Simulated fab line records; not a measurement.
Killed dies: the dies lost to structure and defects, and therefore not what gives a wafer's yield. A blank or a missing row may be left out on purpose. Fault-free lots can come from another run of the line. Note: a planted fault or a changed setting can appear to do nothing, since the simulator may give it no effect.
Comparing a struck lot with a sound one | flow nandHarc | 15 steps out of a route of 1302
Sound: wafers L555.1, L555.4, L555.5. The struck wafers were L562.1, L562.2, L562.5. The cause comes at the end.
Order at every step that has rows: each side's tool, ch and its chambers, its first start. Under that, the readings that differ: sound wafers | struck wafers | difference of the means | sigmas: that difference in standard deviations of wafers without a fault.
alike: a reading whose means differ by less than 2 such deviations, as well as words and numbers matching on both sides. not compared: withheld readings; readings where some wafer has no value; bounds like >300 that might hide an equal value; numbers whose values overlap and for which the record gives no deviation.
The two part at a step that has a row with sigmas, a row that says differs or no value, or rows on one side only. Numbers that have no deviation but don't overlap get no sigmas and don't part them. A reading that every wafer of one side lacks parts them only if that side has two wafers or more.

NHARC_P_CONTACT_INSPECT_14:
  sound on defectInspect-02, day 6 16:17; struck on defectInspect-01, day 9 14:07
  alike: rawDefectCount
NHARC_P_CONTACT_DESCUM_17: chemistry O2, time 3 s.
  sound on rieDiel-12 ch 0,1,2, day 6 16:22; struck on rieDiel-09 ch 0,1, day 9 14:10
  alike: drypumpMotorCurrentA, oesProductAu, rfVppV, showerheadPlenumPTorr, throttleValvePct
  not compared: rfHoursCounterH
NHARC_P_CONTACT_ETCH_35: etches the open film in CF4, target depth 39 nm, time 65 s.
  sound on rieDiel-12 ch 1,2,3, day 6 16:27; struck on rieDiel-09 ch 1,3, day 9 14:16
  alike: drypumpMotorCurrentA, oesProductAu, rfVppV, showerheadPlenumPTorr, throttleValvePct
  not compared: rfHoursCounterH
NHARC_P_CONTACT_ETCH_36: etches the open film in N2/H2, target depth 260 nm, time 406.25 s.
  sound on rieDiel-12 ch 0,1,3; struck on rieDiel-09 ch 1,2,3
  alike: drypumpMotorCurrentA, n2FlowSccm, oesProductAu, rfVppV, showerheadPlenumPTorr, throttleValvePct
  not compared: rfHoursCounterH
then, 3 steps without rows for these wafers: NHARC_P_CONTACT_ETCH_18 (etches the open film in C4F8/O2/Ar, target depth 481 nm, time 240.5 s); NHARC_P_CONTACT_STRIP_37 (strips in C4F8/O2/Ar); NHARC_P_CONTACT_ETCH_31 (etches the open film in CH3F/O2, target depth 30 nm, time 85.7 s).
NHARC_P_CONTACT_CD_MEAS_19:
  sound on cdSem-03, day 6 17:13; struck on cdSem-02, day 9 15:02
  alike: cdNm
NHARC_P_CONTACT_STRIP_28: strips in O2.
  sound on rieDiel-09 ch 0,1,2, day 6 17:19; struck on rieDiel-10 ch 1,3, day 9 15:07
  alike: drypumpMotorCurrentA, oesProductAu, rfVppV, showerheadPlenumPTorr, throttleValvePct
  not compared: rfHoursCounterH
then, 1 step without rows for these wafers: NHARC_P_CONTACT_STRIP_29 (strips in post etch residue remover, time 1200 s).
NHARC_P_CONTACT_DEGAS_38: time 60 s.
  sound on pvdSputter-02, day 6 17:56; struck on pvdSputter-02, day 9 15:45
  alike: heaterPowerW
then, 1 step without rows for these wafers: NHARC_P_CONTACT_PRE_CLEAN_39 (time 19.5 s).
NHARC_P_CONTACT_PVD_32: deposits Ti, target thk 5 nm, time 17.7 s.
  sound on pvdSputter-02, day 6 18:05; struck on pvdSputter-02, day 9 16:09
  alike: throttleValvePct
then, 2 steps without rows for these wafers: NHARC_P_CONTACT_ALD_22 (deposits TiN, target thk 3 nm, pulse time 1 s, ald cycles 150); NHARC_END_SORT_01.

## WHERE THEY PART
Nowhere in this record.

WHY: the cause the simulator had injected
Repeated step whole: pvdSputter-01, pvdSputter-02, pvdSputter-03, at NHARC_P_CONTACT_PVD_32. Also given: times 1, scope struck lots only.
